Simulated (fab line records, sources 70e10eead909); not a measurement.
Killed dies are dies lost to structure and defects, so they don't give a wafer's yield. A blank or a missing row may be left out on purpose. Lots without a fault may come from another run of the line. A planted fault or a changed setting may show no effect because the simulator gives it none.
Which tool did it? | flow nand_harc | 6 lots, 18 wafers sampled, at 1 step of a route of 1302

WHAT THE GAUGES READ, wafer by wafer
NHARC_P_M0_CD_MEAS_09: target cd 90 nm.
lot  | measured     | on        | cd_nm (nm)
L648 | day 6 08:38  | cd_sem-03 | 89.4 90.4 90.1
L652 | day 8 00:20  | cd_sem-03 | 90.2 90.1 89.6
L654 | day 9 00:40  | cd_sem-02 | 89.5 89.7 89.4
L660 | day 11 08:26 | cd_sem-02 | 90.1 90.1 90.0
L662 | day 12 10:44 | cd_sem-01 | 89.8 89.2 90.4
L669 | day 15 02:55 | cd_sem-03 | 89.9 90.2 90.9

WHICH TOOL RAN EACH LOT (tool, then ch and the chambers of the sampled wafers, then the start)
The record holds no process step before these readings.

THE ANSWER, worked out from the rows above alone
Rule: what is usual is taken from the lots themselves. Put in order of their means at a reading, lots are off if they are a third of the lots or fewer, leave a main group of 4 or more, and stand apart from it by a gap of 3 or more times the standard deviation of the main group's means; of several such gaps the widest counts. A main group whose means are all the same, to the digits that the tables above print for the reading, isn't used. A lot without any number at a reading at which 4 lots or more have one is off too. The other lots that the step has rows for count as sound.
No lot is off at any reading shown: from this, nothing can be told.

WHAT THE SIMULATOR HAD PUT IN
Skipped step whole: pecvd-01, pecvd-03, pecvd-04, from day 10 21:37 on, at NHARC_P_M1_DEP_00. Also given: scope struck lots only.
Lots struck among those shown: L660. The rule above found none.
